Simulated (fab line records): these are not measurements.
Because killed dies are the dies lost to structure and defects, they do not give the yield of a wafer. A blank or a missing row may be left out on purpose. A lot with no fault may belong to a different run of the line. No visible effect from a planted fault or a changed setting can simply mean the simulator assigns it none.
Which tool is to blame? / flow n5-finfet / 36 wafers from 12 lots sampled at 2 of the route's 1938 steps

== WHAT THE GAUGES READ, wafer by wafer ==
N5_BEOL_M8_OCD_MEAS_38. Usual: trench-depth-nm 93.0 nm, standard deviation 1.3.
lot=L336; measured=day 9 14:11; on=ocd-01; trench-depth-nm (nm)=93.9 91.6 93.1; flag=
lot=L337; measured=day 9 22:10; on=ocd-02; trench-depth-nm (nm)=92.1 92.0 93.9; flag=
lot=L338; measured=day 10 08:32; on=ocd-01; trench-depth-nm (nm)=92.2 92.6 94.5; flag=
lot=L339; measured=day 10 11:06; on=ocd-02; trench-depth-nm (nm)=95.2 91.7 94.8; flag=
lot=L340; measured=day 10 13:57; on=ocd-01; trench-depth-nm (nm)=91.0 91.9 90.2; flag=
lot=L343; measured=day 11 11:17; on=ocd-02; trench-depth-nm (nm)=92.0 92.1 93.6; flag=
lot=L345; measured=day 11 21:52; on=ocd-02; trench-depth-nm (nm)=91.7 92.1 92.1; flag=
lot=L352; measured=day 14 01:38; on=ocd-02; trench-depth-nm (nm)=91.9 90.9 92.7; flag=
lot=L353; measured=day 14 04:50; on=ocd-01; trench-depth-nm (nm)=94.0 93.0 92.9; flag=
lot=L358; measured=day 15 19:07; on=ocd-01; trench-depth-nm (nm)=91.7 92.8 94.3; flag=
lot=L354; measured=day 15 22:52; on=ocd-02; trench-depth-nm (nm)=93.9 91.5 92.2; flag=
lot=L359; measured=day 16 05:18; on=ocd-01; trench-depth-nm (nm)=93.0 93.8 93.2; flag=

N5_BEOL_M8_CD_MEAS_35: target cd 40 nm. Usual: cd-nm 40.0 nm, standard deviation 0.64.
lot=L336; measured=day 9 14:21; on=cd-sem-01; cd-nm (nm)=39.7 39.2 40.2; flag=
lot=L337; measured=day 9 22:19; on=cd-sem-01; cd-nm (nm)=40.3 39.7 39.9; flag=
lot=L338; measured=day 10 08:42; on=cd-sem-01; cd-nm (nm)=39.8 39.3 40.8; flag=
lot=L339; measured=day 10 11:16; on=cd-sem-03; cd-nm (nm)=39.9 39.8 40.0; flag=
lot=L340; measured=day 10 14:07; on=cd-sem-03; cd-nm (nm)=40.6 40.1 40.0; flag=
lot=L343; measured=day 11 11:26; on=cd-sem-02; cd-nm (nm)=38.8 39.7 38.8; flag=
lot=L345; measured=day 11 22:01; on=cd-sem-03; cd-nm (nm)=40.0 38.9 39.8; flag=
lot=L352; measured=day 14 01:47; on=cd-sem-01; cd-nm (nm)=38.1 40.1 39.4; flag=
lot=L353; measured=day 14 04:59; on=cd-sem-02; cd-nm (nm)=39.4 40.3 39.9; flag=
lot=L358; measured=day 15 19:16; on=cd-sem-03; cd-nm (nm)=39.9 40.3 39.9; flag=
lot=L354; measured=day 15 23:07; on=cd-sem-02; cd-nm (nm)=40.1 39.8 40.2; flag=
lot=L359; measured=day 16 05:27; on=cd-sem-02; cd-nm (nm)=39.8 39.9 40.2; flag=

== TOOL THAT RAN EACH LOT (tool first, then ch and the chambers of the sampled wafers, then the start) ==
Before these readings, the record contains no process step.

== WHAT THE TOOLS THEMSELVES READ (means of the sampled wafers that have a number; where no wafer has one, the mark that the record gives instead) ==
The record holds no such reading with a usual standard deviation.

== THE ANSWER, worked out from the rows above alone ==
Rule: a lot is off if the mean of its wafers that have a number lies more than 3 standard deviations from the usual mean. Also off: a lot with no number at a reading for which 4 or more lots have one. All remaining lots with rows at the step are treated as sound. Order of review: gauges by route order, followed by the tools' own readings, for which a lot's mean as printed above is used. The first step at which some lot is off is used, and at that step the reading that is off furthest; a lot without a number counts as furthest.
Nothing can be told from this: no lot is off at any reading shown.

== WHAT WAS PUT IN BY THE SIMULATOR ==
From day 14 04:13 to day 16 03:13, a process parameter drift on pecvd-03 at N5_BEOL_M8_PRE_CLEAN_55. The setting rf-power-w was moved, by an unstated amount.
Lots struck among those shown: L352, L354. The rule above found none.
